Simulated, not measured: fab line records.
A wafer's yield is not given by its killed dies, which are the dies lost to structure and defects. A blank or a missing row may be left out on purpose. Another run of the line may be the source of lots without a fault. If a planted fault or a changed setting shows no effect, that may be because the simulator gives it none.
fab line records ; flow n5-finfet ; part 2 of 2: steps 5 to 6 of 6
record lots=22; wafers=66; last-day=17
route steps=1938 shown MOL_CONTACT_COAG@562
lots that met no fault: from a run of the same line without faults
start-h: hours from the record's opening day to when the first of the lot's shown wafers began ; wait-h: hours elapsed since this lot's preceding step ; " repeats the value in the row above ; L1.1+2: one row covering several wafers at once ; - no value present, or no start provided ; * or withheld: withheld ; < > ~ a bound
route shown NAME@n: NAME is a module with steps in the file, n the number in the route of the first one ; usual: mean and standard deviation over wafers with no fault ; same: alike in all rows ; chamber/n: place in a boat ; sites: per-site readings ; _std_site: the standard deviation of these ; _edge_site: the outer-site mean with the inner-site mean subtracted ; radius-mm: for every site, how far away it sits from the centre of the wafer ; mask NAME#n: copy n ; behind: the tool/chamber that last shaped the wafer ; hold: why the lot went on hold/how many hours it stayed there/how the hold came to an end ; device: which transistor (n, p or np) failed to switch ; end of line: tests of these same wafers at the route's end ; for a step that has no rows: nothing shown but its recipe ; killed: dies that structure and defects cost at the first sort, which is not the same as the wafer's yield ; map: the dies of a wafer, with x for killed, . for not killed, _ for no die there
set.NAME: setting as actually run; set.NAME@STEP: the setting as run at that earlier step ; model.NAME: the simulator's own value behind a step, which no gauge read
steps of the route over a sample of lots; a table a step, a row a wafer
services: the hour from which a tool's chamber was out of use, counted from the record's first day as start-h (under 0 if before that day), plus the number of hours and why
## steps
# step N5_MOL_CONTACT_COAG_ETCH_124
# recipe chemistry=CH3F/O2; target=SiNx; target-depth-a=65; mask-material=SOC; stop-on=SiOC; over-etch-frac=0.3; ion-energy-ev=120; pressure-mtorr=30; source-w=395; bias-w=73; Ar_flow_sccm=150; CH3F_flow_sccm=30; O2_flow_sccm=20; ends=end-point
# usual drypump-motor-current-A=5.7/0.53; oes-product-au=0.66/0.062; rf-vpp-V=301/4.6; showerhead-plenum-p-Torr=2.04/0.06; throttle-valve-pct=16.38/0.24
# same over-etch-frac=0.3
lot.wafer;tool;chamber;start-h;wait-h;drypump-motor-current-A;oes-product-au;rf-hours-counter-h;rf-vpp-V;showerhead-plenum-p-Torr;throttle-valve-pct
L074.1;rie-diel-06;2;100.85;0.0;6.6;0.61;203;302;2.07;16.49
L074.2;rie-diel-06;0;100.85;0.0;4.9;0.75;21;302;1.95;16.18
L074.3;rie-diel-06;3;100.85;0.0;5.8;0.65;135;295;2.00;16.46
L075.1;rie-diel-05;3;106.30;0.0;5.7;0.77;22;297;2.12;15.91
L075.3;rie-diel-05;1;106.30;0.0;5.7;0.70;70;309;2.10;16.37
L075.5;rie-diel-05;0;106.30;0.0;6.6;0.60;-;299;1.99;16.34
L076.1;rie-diel-01;3;116.26;0.0;5.2;0.63;185;302;2.08;16.77
L076.4;rie-diel-01;0;116.26;0.0;5.1;0.75;37;306;1.95;16.31
L076.5;rie-diel-01;1;116.26;0.0;5.9;0.59;-;298;1.97;16.57
L077.1;rie-diel-05;3;116.50;0.0;5.7;0.75;27;299;2.12;15.94
L077.3;rie-diel-05;1;116.50;0.0;5.7;0.70;74;310;2.10;16.39
L077.5;rie-diel-05;2;116.50;0.0;5.1;0.61;-;307;2.08;16.65
L078.1;rie-diel-06;3;121.59;0.0;5.8;0.64;144;298;1.99;16.46
L078.5;rie-diel-06;0;121.59;0.0;4.9;0.75;-;302;1.95;16.20
L078.6;rie-diel-06;2;121.59;0.0;6.6;0.61;-;302;2.07;16.52
L079.1;rie-diel-06;0;133.79;0.0;4.9;0.75;33;302;1.95;16.20
L079.3;rie-diel-06;3;133.79;0.0;5.8;0.64;148;297;1.99;16.49
L079.5;rie-diel-06;0;133.79;0.0;4.9;0.74;-;303;1.95;16.21
L081.1;rie-diel-05;3;141.88;0.0;5.7;0.75;35;298;2.12;15.93
L081.3;rie-diel-05;2;141.88;0.0;5.1;0.60;204;306;2.08;16.68
L081.5;rie-diel-05;3;141.88;0.0;5.7;0.74;-;297;2.12;15.94
L080.2;rie-diel-05;2;142.54;0.0;5.1;0.61;204;307;2.08;16.69
L080.3;rie-diel-05;3;142.54;0.0;5.7;0.75;36;297;2.12;15.95
L080.6;rie-diel-05;0;142.54;0.0;6.6;0.60;-;299;1.99;16.35
L082.2;rie-diel-01;0;152.79;0.0;5.1;0.73;50;303;1.95;16.32
L082.3;rie-diel-01;2;152.79;0.0;6.1;0.64;-;296;2.08;16.45
L082.5;rie-diel-01;2;152.79;0.0;6.1;0.63;-;295;2.08;16.45
L083.2;rie-diel-05;0;155.98;0.0;6.6;0.59;230;298;1.98;16.35
L083.3;rie-diel-05;1;155.98;0.0;5.7;0.69;88;308;2.10;16.41
L083.6;rie-diel-05;3;155.98;0.0;5.7;0.74;-;297;2.12;15.95
L084.1;rie-diel-05;1;166.24;0.0;5.8;0.68;92;308;2.10;16.41
L084.5;rie-diel-05;3;166.24;0.0;5.7;0.73;-;299;2.11;15.98
L084.6;rie-diel-05;0;166.24;0.0;6.6;0.58;-;299;1.98;16.36
L085.2;rie-diel-01;1;170.53;0.0;5.9;0.82;6;298;1.96;16.12
L085.3;rie-diel-01;2;170.53;0.0;6.1;0.63;185;296;2.07;16.45
L085.4;rie-diel-01;0;170.53;0.0;5.1;0.72;59;305;1.95;16.32
L086.1;rie-diel-05;3;177.95;0.0;5.7;0.73;48;297;2.11;15.98
L086.3;rie-diel-05;2;177.95;0.0;5.1;0.59;217;307;2.08;16.70
L086.4;rie-diel-05;1;177.95;0.0;5.7;0.68;96;309;2.10;16.42
L087.2;rie-diel-06;1;182.76;0.0;5.1;0.64;151;297;2.01;16.27
L087.3;rie-diel-06;2;182.76;0.0;6.6;0.60;228;303;2.06;16.55
L087.5;rie-diel-06;2;182.76;0.0;6.6;0.60;-;301;2.06;16.56
L088.2;rie-diel-05;1;183.80;0.0;5.8;0.67;98;310;2.09;16.42
L088.3;rie-diel-05;3;183.80;0.0;5.7;0.73;50;299;2.11;15.96
L088.5;rie-diel-05;0;183.80;0.0;6.6;0.59;-;298;1.98;16.38
L089.1;rie-diel-01;2;195.83;0.0;6.1;0.63;194;297;2.07;16.48
L089.2;rie-diel-01;0;195.83;0.0;5.2;0.72;67;304;1.94;16.36
L089.3;rie-diel-01;3;195.83;0.0;5.3;0.61;211;302;2.07;16.84
L090.1;rie-diel-05;0;200.57;0.0;6.6;0.58;246;298;1.98;16.38
L090.5;rie-diel-05;1;200.57;0.0;5.7;0.67;-;309;2.09;16.44
L090.6;rie-diel-05;0;200.57;0.0;6.6;0.59;-;299;1.98;16.39
L091.1;rie-diel-06;0;202.22;0.0;4.9;0.71;54;303;1.94;16.25
L091.3;rie-diel-06;2;202.22;0.0;6.6;0.60;235;302;2.06;16.56
L091.6;rie-diel-06;3;202.22;0.0;5.8;0.62;-;297;1.98;16.52
L092.1;rie-diel-06;0;205.69;0.0;4.9;0.71;55;302;1.94;16.24
L092.2;rie-diel-06;2;205.69;0.0;6.6;0.59;236;303;2.06;16.57
L092.4;rie-diel-06;3;205.69;0.0;5.8;0.62;170;296;1.98;16.53
L094.2;rie-diel-05;1;220.45;0.0;5.7;0.66;111;308;2.09;16.46
L094.5;rie-diel-05;1;220.45;0.0;5.7;0.67;-;309;2.09;16.45
L094.6;rie-diel-05;2;220.45;0.0;5.1;0.59;-;305;2.07;16.72
L096.4;rie-diel-06;1;233.09;0.0;5.2;0.63;167;294;2.00;16.28
L096.5;rie-diel-06;3;233.09;0.0;5.8;0.61;-;298;1.98;16.54
L096.6;rie-diel-06;2;233.09;0.0;6.6;0.59;-;303;2.05;16.58
L097.1;rie-diel-05;2;241.80;0.0;5.1;0.58;243;307;2.07;16.74
L097.2;rie-diel-05;3;241.80;0.0;5.7;0.70;74;297;2.10;16.02
L097.6;rie-diel-05;3;241.80;0.0;5.7;0.70;-;296;2.10;16.03
# step N5_MOL_CONTACT_COAG_STRIP_49
# recipe chemistry=N2/H2; time-s=30; power-w=1000; temp-c=250; pressure-mtorr=withheld; n2-flow-sccm=1750; h2-flow-sccm=3250
# usual drypump-motor-current-A=5.9/0.32; heater-power-w=339/22
lot.wafer;tool;chamber;start-h;wait-h;drypump-motor-current-A;heater-power-w;rf-hours-counter-h
L074.1;plasma-asher-01;0;101.02;-;5.2;366;88
L074.2;plasma-asher-01;1;101.02;-;6.0;298;88
L074.3;plasma-asher-01;1;101.02;-;6.1;301;-
L075.1;plasma-asher-02;1;106.48;-;6.0;332;44
L075.3;plasma-asher-02;0;106.48;-;6.2;351;-
L075.5;plasma-asher-02;1;106.48;-;6.0;340;-
L076.1;plasma-asher-02;0;116.44;-;6.2;344;46
L076.4;plasma-asher-02;0;116.44;-;6.2;351;-
L076.5;plasma-asher-02;1;116.44;-;6.0;340;-
L077.1;plasma-asher-02;0;116.67;-;6.2;358;46
L077.3;plasma-asher-02;0;116.67;-;6.2;356;-
L077.5;plasma-asher-02;0;116.67;-;6.2;346;-
L078.1;plasma-asher-02;1;121.76;-;6.0;331;48
L078.5;plasma-asher-02;0;121.76;-;6.2;351;-
L078.6;plasma-asher-02;1;121.76;-;6.0;327;-
L079.1;plasma-asher-02;1;133.97;-;6.0;336;50
L079.3;plasma-asher-02;1;133.97;-;6.0;341;-
L079.5;plasma-asher-02;1;133.97;-;6.0;335;-
L081.1;plasma-asher-02;0;142.06;-;6.2;345;51
L081.3;plasma-asher-02;1;142.06;-;6.0;330;-
L081.5;plasma-asher-02;1;142.06;-;6.0;335;-
L080.2;plasma-asher-02;0;142.71;-;6.2;352;51
L080.3;plasma-asher-02;0;142.71;-;6.2;353;-
L080.6;plasma-asher-02;0;142.71;-;6.2;356;-
L082.2;plasma-asher-01;1;153.05;-;6.0;297;99
L082.3;plasma-asher-01;1;153.05;-;6.1;295;-
L082.5;plasma-asher-01;0;153.05;-;5.2;362;-
L083.2;plasma-asher-02;0;156.15;-;6.2;355;53
L083.3;plasma-asher-02;0;156.15;-;6.2;352;-
L083.6;plasma-asher-02;1;156.15;-;6.0;338;-
L084.1;plasma-asher-02;1;166.41;-;6.0;337;55
L084.5;plasma-asher-02;0;166.41;-;6.2;347;-
L084.6;plasma-asher-02;1;166.41;-;6.0;335;-
L085.2;plasma-asher-01;0;170.87;-;5.2;368;103
L085.3;plasma-asher-01;0;170.87;-;5.2;357;-
L085.4;plasma-asher-01;1;170.87;-;6.1;297;-
L086.1;plasma-asher-02;0;178.12;-;6.2;347;57
L086.3;plasma-asher-02;0;178.12;-;6.2;354;-
L086.4;plasma-asher-02;1;178.12;-;6.0;327;-
L087.2;plasma-asher-02;0;182.94;-;6.2;360;58
L087.3;plasma-asher-02;1;182.94;-;6.0;336;-
L087.5;plasma-asher-02;0;182.94;-;6.2;350;-
L088.2;plasma-asher-02;0;183.98;-;6.2;362;59
L088.3;plasma-asher-02;1;183.98;-;6.0;334;-
L088.5;plasma-asher-02;1;183.98;-;6.0;327;-
L089.1;plasma-asher-02;0;196.01;-;6.2;349;60
L089.2;plasma-asher-02;1;196.01;-;6.0;328;60
L089.3;plasma-asher-02;0;196.01;-;6.2;347;-
L090.1;plasma-asher-01;1;200.75;-;6.0;295;109
L090.5;plasma-asher-01;0;200.75;-;5.2;362;-
L090.6;plasma-asher-01;1;200.75;-;6.0;298;-
L091.1;plasma-asher-01;0;202.40;-;5.3;363;109
L091.3;plasma-asher-01;0;202.40;-;5.3;373;-
L091.6;plasma-asher-01;0;202.40;-;5.3;363;-
L092.1;plasma-asher-01;0;205.88;-;5.2;369;110
L092.2;plasma-asher-01;1;205.88;-;6.0;300;110
L092.4;plasma-asher-01;0;205.88;-;5.3;372;-
L094.2;plasma-asher-02;1;220.63;-;6.0;333;65
L094.5;plasma-asher-02;0;220.63;-;6.2;357;-
L094.6;plasma-asher-02;1;220.63;-;6.0;331;-
L096.4;plasma-asher-01;1;233.29;-;6.0;297;-
L096.5;plasma-asher-01;0;233.29;-;5.3;365;-
L096.6;plasma-asher-01;1;233.29;-;6.1;294;-
L097.1;plasma-asher-02;1;241.98;-;6.0;342;68
L097.2;plasma-asher-02;0;241.98;-;6.2;349;68
L097.6;plasma-asher-02;1;241.98;-;6.0;339;-
## services
tool;chamber;start-h;hours;kind
rie-diel-06;3;73.64;6.6;repair
rie-diel-05;2;80.74;5.5;repair
rie-diel-05;0;110.92;6.6;repair
rie-diel-06;1;116.06;7.0;repair
rie-diel-01;1;140.38;-;clean
rie-diel-01;1;140.38;-;consumable-replace:focus-ring
rie-diel-01;1;140.38;15.4;scheduled-down
rie-diel-01;1;140.38;15.4;vent-cycle
plasma-asher-02;-;142.88;3.1;repair
ald-sin-04;-;176.81;14.0;pm
ald-sin-04;0;176.81;14.0;vent-cycle
ald-sin-04;1;176.81;14.0;vent-cycle
ald-sin-04;2;176.81;14.0;vent-cycle
ald-sin-04;3;176.81;14.0;vent-cycle
ald-sin-02;-;177.32;6.1;pm
rie-diel-01;1;194.65;3.8;repair
rie-diel-05;1;208.51;1.2;repair
rie-diel-05;0;212.49;-;clean
rie-diel-05;0;212.49;-;consumable-replace:focus-ring
rie-diel-05;0;212.49;26.6;scheduled-down
rie-diel-05;0;212.49;26.6;vent-cycle
ald-sin-02;3;216.87;14.5;repair
plasma-asher-01;-;226.81;0.9;repair
rie-diel-06;-;229.49;2.8;pm
